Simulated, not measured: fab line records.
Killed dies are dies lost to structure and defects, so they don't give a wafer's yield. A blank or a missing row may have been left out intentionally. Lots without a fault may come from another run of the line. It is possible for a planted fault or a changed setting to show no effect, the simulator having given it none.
What tool caused it? / flow n5-finfet / 26 wafers from 9 lots sampled at 5 of the route's 1938 steps

## WHAT THE GAUGES SHOWED, per wafer
N5_BEOL_M4_RC_MEAS_101. Usual: DIBL_N 36.4 mV/V, standard deviation 1.5; DIBL_P 36.4 mV/V, standard deviation 1.6; IOFF_N 0.164 nA/um, standard deviation 0.025; IOFF_P 0.214 nA/um, standard deviation 0.028; ION_N 675 uA/um, standard deviation 9.9; ION_P 463 uA/um, standard deviation 6.5; SS_N 71.5 mV/dec, standard deviation 0.5; SS_P 73.3 mV/dec, standard deviation 0.56; VT_N 249.2 mV, standard deviation 2.7; VT_P -250.1 mV, standard deviation 2.8.
lot=L301; measured=day 7 20:11; on=prober-02; DIBL_N (mV/V)=36.5 37.0 37.2; DIBL_P (mV/V)=35.4 36.7 36.3; IOFF_N (nA/um)=0.134 0.155 0.149; IOFF_P (nA/um)=0.171 0.186 0.185; ION_N (uA/um)=664 688 660; ION_P (uA/um)=453 458 451; SS_N (mV/dec)=71.2 70.7 70.8; SS_P (mV/dec)=73.7 73.7 73.2; VT_N (mV)=250.4 248.1 251.0; VT_P (mV)=-256.0 -253.7 -256.5; flag=
lot=L302; measured=day 8 09:56; on=prober-01; DIBL_N (mV/V)=37.4 38.5 36.1; DIBL_P (mV/V)=35.4 37.0 33.7; IOFF_N (nA/um)=0.145 0.171 0.129; IOFF_P (nA/um)=0.213 0.250 0.190; ION_N (uA/um)=671 678 659; ION_P (uA/um)=465 470 459; SS_N (mV/dec)=70.9 71.7 71.3; SS_P (mV/dec)=73.9 74.0 73.2; VT_N (mV)=251.9 249.3 254.3; VT_P (mV)=-249.3 -245.5 -250.1; flag=
lot=L303; measured=day 8 12:26; on=prober-02; DIBL_N (mV/V)=35.8 36.0 35.8; DIBL_P (mV/V)=37.5 37.2 36.9; IOFF_N (nA/um)=0.165 0.168 0.166; IOFF_P (nA/um)=0.224 0.219 0.208; ION_N (uA/um)=677 682 687; ION_P (uA/um)=471 467 467; SS_N (mV/dec)=71.8 71.8 70.9; SS_P (mV/dec)=73.8 73.6 73.2; VT_N (mV)=249.6 247.4 248.3; VT_P (mV)=-249.5 -249.8 -250.5; flag=
lot=L304; measured=day 8 15:07; on=prober-01; DIBL_N (mV/V)=36.4 34.1 35.7; DIBL_P (mV/V)=36.9 34.1 35.4; IOFF_N (nA/um)=0.153 0.111 0.134; IOFF_P (nA/um)=0.173 0.145 0.160; ION_N (uA/um)=671 657 656; ION_P (uA/um)=455 440 447; SS_N (mV/dec)=71.8 70.8 71.7; SS_P (mV/dec)=73.3 72.7 73.6; VT_N (mV)=248.6 256.2 252.8; VT_P (mV)=-253.4 -257.7 -254.4; flag=
lot=L308; measured=day 9 22:43; on=prober-01; DIBL_N (mV/V)=38.0 39.0 38.1; DIBL_P (mV/V)=38.1 39.0 37.9; IOFF_N (nA/um)=0.188 0.219 0.191; IOFF_P (nA/um)=0.232 0.242 0.228; ION_N (uA/um)=679 694 688; ION_P (uA/um)=458 469 466; SS_N (mV/dec)=71.8 72.1 71.2; SS_P (mV/dec)=73.6 73.2 74.3; VT_N (mV)=246.1 242.9 244.9; VT_P (mV)=-248.4 -249.2 -249.0; flag=
lot=L309; measured=day 9 21:47; on=prober-01; DIBL_N (mV/V)=35.3 35.9 35.8; DIBL_P (mV/V)=38.5 37.9 37.8; IOFF_N (nA/um)=0.150 0.158 0.153; IOFF_P (nA/um)=0.253 0.246 0.246; ION_N (uA/um)=665 671 669; ION_P (uA/um)=468 469 462; SS_N (mV/dec)=71.6 71.8 71.8; SS_P (mV/dec)=73.5 74.0 73.8; VT_N (mV)=251.1 251.9 252.0; VT_P (mV)=-244.9 -246.6 -245.0; flag=
lot=L315; measured=day 11 03:19; on=prober-01; DIBL_N (mV/V)=37.4 37.2 37.9; DIBL_P (mV/V)=38.4 38.6 38.8; IOFF_N (nA/um)=0.186 0.181 0.199; IOFF_P (nA/um)=0.244 0.239 0.245; ION_N (uA/um)=676 677 677; ION_P (uA/um)=466 464 458; SS_N (mV/dec)=71.7 71.7 72.0; SS_P (mV/dec)=73.3 73.4 73.5; VT_N (mV)=248.0 249.7 249.2; VT_P (mV)=-251.3 -250.6 -246.6; flag=
lot=L318; measured=day 12 08:25; on=prober-01; DIBL_N (mV/V)=37.9 38.5; DIBL_P (mV/V)=38.7 39.4; IOFF_N (nA/um)=0.217 0.242; IOFF_P (nA/um)=0.245 0.258; ION_N (uA/um)=695 702; ION_P (uA/um)=468 469; SS_N (mV/dec)=72.3 71.3; SS_P (mV/dec)=73.6 74.2; VT_N (mV)=247.3 243.0; VT_P (mV)=-248.3 -245.9; flag=
lot=L322; measured=day 13 03:38; on=prober-02; DIBL_N (mV/V)=35.1 34.7 35.5; DIBL_P (mV/V)=34.9 34.4 35.5; IOFF_N (nA/um)=0.159 0.146 0.157; IOFF_P (nA/um)=0.175 0.169 0.187; ION_N (uA/um)=681 674 667; ION_P (uA/um)=458 457 455; SS_N (mV/dec)=71.7 71.1 71.8; SS_P (mV/dec)=73.1 73.1 72.9; VT_N (mV)=250.2 249.3 249.2; VT_P (mV)=-254.8 -252.5 -254.0; flag=

## EACH LOT AND THE TOOL THAT RAN IT (in order: tool; ch and the chambers of the sampled wafers; start)
lot=L301; N5_HKMG_FIN_DESCUM_17=rie-diel-04 ch 1,2, day 4 03:04; N5_HKMG_FIN_ETCH_35=rie-diel-04 ch 1,2, day 4 03:22; N5_HKMG_FIN_ALD_91=ald-metal-03 ch 2,3, day 4 04:04; N5_HKMG_FIN_STRIP_89=rie-diel-04 ch 2,3, day 4 04:39
lot=L302; N5_HKMG_FIN_DESCUM_17=rie-diel-02 ch 1,2,3, day 4 08:58; N5_HKMG_FIN_ETCH_35=rie-diel-02 ch 1,2,3, day 4 09:16; N5_HKMG_FIN_ALD_91=ald-metal-04 ch 0,2,3, day 4 09:57; N5_HKMG_FIN_STRIP_89=rie-diel-04 ch 2,3, day 4 10:23
lot=L303; N5_HKMG_FIN_DESCUM_17=rie-diel-02 ch 0,1,3, day 4 20:10; N5_HKMG_FIN_ETCH_35=rie-diel-02 ch 0,1,3, day 4 20:28; N5_HKMG_FIN_ALD_91=ald-metal-04 ch 0,2,3, day 4 21:08; N5_HKMG_FIN_STRIP_89=rie-diel-01 ch 0,2,3, day 4 21:32
lot=L304; N5_HKMG_FIN_DESCUM_17=rie-diel-04 ch 2,3, day 4 20:23; N5_HKMG_FIN_ETCH_35=rie-diel-04 ch 2,3, day 4 20:41; N5_HKMG_FIN_ALD_91=ald-metal-03 ch 1,2,3, day 4 21:22; N5_HKMG_FIN_STRIP_89=rie-diel-04 ch 1,2,3, day 4 21:46
lot=L308; N5_HKMG_FIN_DESCUM_17=rie-diel-01 ch 1,2, day 5 22:01; N5_HKMG_FIN_ETCH_35=rie-diel-01 ch 1,2, day 5 22:19; N5_HKMG_FIN_ALD_91=ald-metal-03 ch 1,3, day 5 22:59; N5_HKMG_FIN_STRIP_89=rie-diel-02 ch 2,3, day 5 23:23
lot=L309; N5_HKMG_FIN_DESCUM_17=rie-diel-02 ch 0,3, day 6 02:22; N5_HKMG_FIN_ETCH_35=rie-diel-02 ch 0,3, day 6 02:40; N5_HKMG_FIN_ALD_91=ald-metal-03 ch 1,2,3, day 6 03:22; N5_HKMG_FIN_STRIP_89=rie-diel-01 ch 0,1,3, day 6 03:49
lot=L315; N5_HKMG_FIN_DESCUM_17=rie-diel-04 ch 0,1,3, day 7 15:27; N5_HKMG_FIN_ETCH_35=rie-diel-04 ch 0,1,3, day 7 15:45; N5_HKMG_FIN_ALD_91=ald-metal-03 ch 0,1,2, day 7 16:26; N5_HKMG_FIN_STRIP_89=rie-diel-04 ch 0,1,3, day 7 16:50
lot=L318; N5_HKMG_FIN_DESCUM_17=rie-diel-04 ch 2, day 8 11:38; N5_HKMG_FIN_ETCH_35=rie-diel-04 ch 2, day 8 11:56; N5_HKMG_FIN_ALD_91=ald-metal-03 ch 1,2, day 8 12:37; N5_HKMG_FIN_STRIP_89=rie-diel-04 ch 2,3, day 8 13:01
lot=L322; N5_HKMG_FIN_DESCUM_17=rie-diel-04 ch 0,1,2, day 9 12:32; N5_HKMG_FIN_ETCH_35=rie-diel-04 ch 0,1,2, day 9 12:50; N5_HKMG_FIN_ALD_91=ald-metal-04 ch 0,1,2, day 9 13:31; N5_HKMG_FIN_STRIP_89=rie-diel-01 ch 1,2, day 9 13:55
- N5_HKMG_FIN_DESCUM_17: chemistry O2, time 7.9 s.
- N5_HKMG_FIN_ETCH_35: etches SOC in N2/H2, target depth 215.8 nm, time 243.4 s.
- N5_HKMG_FIN_ALD_91: deposits TiN, target thk 1 nm, pulse time 1 s, purge time 3 s.
- N5_HKMG_FIN_STRIP_89: strips SOC in N2/H2, time 20 s.

## AS READ BY THE TOOLS THEMSELVES (means over the sampled wafers that have a number; for cases with no such wafer, the mark the record gives instead)
N5_HKMG_FIN_DESCUM_17. Usual: drypump-motor-current-A 5.5 A, standard deviation 0.45; oes-product-au 0.81 a.u., standard deviation 0.095; rf-vpp-V 243.5 V, standard deviation 1.3; showerhead-plenum-p-Torr 2.12 Torr, standard deviation 0.071; throttle-valve-pct 20.57 %, standard deviation 0.26.
lot=L301; tool=rie-diel-04; drypump-motor-current-A (A)=5.1; oes-product-au (a.u.)=0.71; rf-vpp-V (V)=243.0; showerhead-plenum-p-Torr (Torr)=2.10; throttle-valve-pct (%)=20.73; flag=
lot=L302; tool=rie-diel-02; drypump-motor-current-A (A)=5.1; oes-product-au (a.u.)=0.74; rf-vpp-V (V)=242.0; showerhead-plenum-p-Torr (Torr)=2.06; throttle-valve-pct (%)=20.55; flag=
lot=L303; tool=rie-diel-02; drypump-motor-current-A (A)=5.3; oes-product-au (a.u.)=0.74; rf-vpp-V (V)=243.7; showerhead-plenum-p-Torr (Torr)=2.09; throttle-valve-pct (%)=20.57; flag=
lot=L304; tool=rie-diel-04; drypump-motor-current-A (A)=5.6; oes-product-au (a.u.)=0.75; rf-vpp-V (V)=243.8; showerhead-plenum-p-Torr (Torr)=2.15; throttle-valve-pct (%)=20.87; flag=
lot=L308; tool=rie-diel-01; drypump-motor-current-A (A)=5.9; oes-product-au (a.u.)=0.85; rf-vpp-V (V)=244.2; showerhead-plenum-p-Torr (Torr)=2.10; throttle-valve-pct (%)=20.43; flag=
lot=L309; tool=rie-diel-02; drypump-motor-current-A (A)=5.4; oes-product-au (a.u.)=0.76; rf-vpp-V (V)=242.8; showerhead-plenum-p-Torr (Torr)=2.10; throttle-valve-pct (%)=20.67; flag=
lot=L315; tool=rie-diel-04; drypump-motor-current-A (A)=5.2; oes-product-au (a.u.)=0.81; rf-vpp-V (V)=243.0; showerhead-plenum-p-Torr (Torr)=2.11; throttle-valve-pct (%)=20.57; flag=
lot=L318; tool=rie-diel-04; drypump-motor-current-A (A)=5.6; oes-product-au (a.u.)=0.94; rf-vpp-V (V)=243.2; showerhead-plenum-p-Torr (Torr)=2.14; throttle-valve-pct (%)=20.69; flag=
lot=L322; tool=rie-diel-04; drypump-motor-current-A (A)=5.3; oes-product-au (a.u.)=0.83; rf-vpp-V (V)=243.4; showerhead-plenum-p-Torr (Torr)=2.11; throttle-valve-pct (%)=20.62; flag=

N5_HKMG_FIN_ETCH_35. Usual: drypump-motor-current-A 5.5 A, standard deviation 0.45; oes-product-au 0.82 a.u., standard deviation 0.096; rf-vpp-V 141.9 V, standard deviation 1.1; showerhead-plenum-p-Torr 2.56 Torr, standard deviation 0.085; throttle-valve-pct 17.94 %, standard deviation 0.3.
lot=L301; tool=rie-diel-04; drypump-motor-current-A (A)=5.1; oes-product-au (a.u.)=0.71; rf-vpp-V (V)=142.1; showerhead-plenum-p-Torr (Torr)=2.55; throttle-valve-pct (%)=18.11; flag=
lot=L302; tool=rie-diel-02; drypump-motor-current-A (A)=5.1; oes-product-au (a.u.)=0.73; rf-vpp-V (V)=140.8; showerhead-plenum-p-Torr (Torr)=2.50; throttle-valve-pct (%)=17.94; flag=
lot=L303; tool=rie-diel-02; drypump-motor-current-A (A)=5.3; oes-product-au (a.u.)=0.74; rf-vpp-V (V)=141.8; showerhead-plenum-p-Torr (Torr)=2.53; throttle-valve-pct (%)=17.90; flag=
lot=L304; tool=rie-diel-04; drypump-motor-current-A (A)=5.5; oes-product-au (a.u.)=0.75; rf-vpp-V (V)=141.8; showerhead-plenum-p-Torr (Torr)=2.61; throttle-valve-pct (%)=18.34; flag=
lot=L308; tool=rie-diel-01; drypump-motor-current-A (A)=5.9; oes-product-au (a.u.)=0.86; rf-vpp-V (V)=141.2; showerhead-plenum-p-Torr (Torr)=2.54; throttle-valve-pct (%)=17.76; flag=
lot=L309; tool=rie-diel-02; drypump-motor-current-A (A)=5.4; oes-product-au (a.u.)=0.76; rf-vpp-V (V)=142.6; showerhead-plenum-p-Torr (Torr)=2.54; throttle-valve-pct (%)=17.94; flag=
lot=L315; tool=rie-diel-04; drypump-motor-current-A (A)=5.2; oes-product-au (a.u.)=0.81; rf-vpp-V (V)=141.9; showerhead-plenum-p-Torr (Torr)=2.55; throttle-valve-pct (%)=17.94; flag=
lot=L318; tool=rie-diel-04; drypump-motor-current-A (A)=5.6; oes-product-au (a.u.)=0.92; rf-vpp-V (V)=142.1; showerhead-plenum-p-Torr (Torr)=2.61; throttle-valve-pct (%)=18.19; flag=
lot=L322; tool=rie-diel-04; drypump-motor-current-A (A)=5.3; oes-product-au (a.u.)=0.83; rf-vpp-V (V)=140.9; showerhead-plenum-p-Torr (Torr)=2.56; throttle-valve-pct (%)=18.04; flag=

N5_HKMG_FIN_ALD_91. Usual: heater-power-w 866 W, standard deviation 89; precursor-pulse-height-rel 1.001, standard deviation 0.018.
lot=L301; tool=ald-metal-03; heater-power-w (W)=826; precursor-pulse-height-rel=1.017; flag=
lot=L302; tool=ald-metal-04; heater-power-w (W)=896; precursor-pulse-height-rel=1.027; flag=
lot=L303; tool=ald-metal-04; heater-power-w (W)=902; precursor-pulse-height-rel=1.006; flag=
lot=L304; tool=ald-metal-03; heater-power-w (W)=815; precursor-pulse-height-rel=1.001; flag=
lot=L308; tool=ald-metal-03; heater-power-w (W)=780; precursor-pulse-height-rel=1.009; flag=
lot=L309; tool=ald-metal-03; heater-power-w (W)=827; precursor-pulse-height-rel=0.988; flag=
lot=L315; tool=ald-metal-03; heater-power-w (W)=853; precursor-pulse-height-rel=1.021; flag=
lot=L318; tool=ald-metal-03; heater-power-w (W)=840; precursor-pulse-height-rel=1.007; flag=
lot=L322; tool=ald-metal-04; heater-power-w (W)=929; precursor-pulse-height-rel=1.004; flag=

N5_HKMG_FIN_STRIP_89. Usual: drypump-motor-current-A 5.6 A, standard deviation 0.43; oes-product-au 0.82 a.u., standard deviation 0.096; rf-vpp-V 54.3 V, standard deviation 0.91; showerhead-plenum-p-Torr 3.39 Torr, standard deviation 0.11; throttle-valve-pct 19.1 %, standard deviation 0.49.
lot=L301; tool=rie-diel-04; drypump-motor-current-A (A)=5.5; oes-product-au (a.u.)=0.82; rf-vpp-V (V)=54.6; showerhead-plenum-p-Torr (Torr)=3.43; throttle-valve-pct (%)=19.4; flag=
lot=L302; tool=rie-diel-04; drypump-motor-current-A (A)=5.5; oes-product-au (a.u.)=0.81; rf-vpp-V (V)=54.5; showerhead-plenum-p-Torr (Torr)=3.43; throttle-valve-pct (%)=19.4; flag=
lot=L303; tool=rie-diel-01; drypump-motor-current-A (A)=5.9; oes-product-au (a.u.)=0.74; rf-vpp-V (V)=53.8; showerhead-plenum-p-Torr (Torr)=3.39; throttle-valve-pct (%)=19.1; flag=
lot=L304; tool=rie-diel-04; drypump-motor-current-A (A)=5.3; oes-product-au (a.u.)=0.75; rf-vpp-V (V)=54.0; showerhead-plenum-p-Torr (Torr)=3.39; throttle-valve-pct (%)=19.3; flag=
lot=L308; tool=rie-diel-02; drypump-motor-current-A (A)=5.0; oes-product-au (a.u.)=0.75; rf-vpp-V (V)=54.3; showerhead-plenum-p-Torr (Torr)=3.27; throttle-valve-pct (%)=19.2; flag=
lot=L309; tool=rie-diel-01; drypump-motor-current-A (A)=6.1; oes-product-au (a.u.)=0.78; rf-vpp-V (V)=54.1; showerhead-plenum-p-Torr (Torr)=3.41; throttle-valve-pct (%)=19.3; flag=
lot=L315; tool=rie-diel-04; drypump-motor-current-A (A)=5.2; oes-product-au (a.u.)=0.81; rf-vpp-V (V)=55.0; showerhead-plenum-p-Torr (Torr)=3.37; throttle-valve-pct (%)=19.0; flag=
lot=L318; tool=rie-diel-04; drypump-motor-current-A (A)=5.5; oes-product-au (a.u.)=0.88; rf-vpp-V (V)=54.2; showerhead-plenum-p-Torr (Torr)=3.42; throttle-valve-pct (%)=19.5; flag=
lot=L322; tool=rie-diel-01; drypump-motor-current-A (A)=5.8; oes-product-au (a.u.)=0.86; rf-vpp-V (V)=54.7; showerhead-plenum-p-Torr (Torr)=3.44; throttle-valve-pct (%)=18.6; flag=

## THE ANSWER, worked out from the rows above alone
Rule: a lot counts as off when the mean over its wafers that have a number is more than 3 standard deviations away from the usual mean. A lot without any number at a reading at which 4 lots or more have one is off too. The other lots that the step has rows for count as sound. Order of review: gauges by route order, followed by the tools' own readings, for which a lot's mean as printed above is used. At the first step where some lot is off, the reading lying furthest off is the one used; lots without a number count as furthest.
Across all readings shown, no lot is off: no conclusion can be drawn from this.

## WHAT HAD BEEN PUT IN BY THE SIMULATOR
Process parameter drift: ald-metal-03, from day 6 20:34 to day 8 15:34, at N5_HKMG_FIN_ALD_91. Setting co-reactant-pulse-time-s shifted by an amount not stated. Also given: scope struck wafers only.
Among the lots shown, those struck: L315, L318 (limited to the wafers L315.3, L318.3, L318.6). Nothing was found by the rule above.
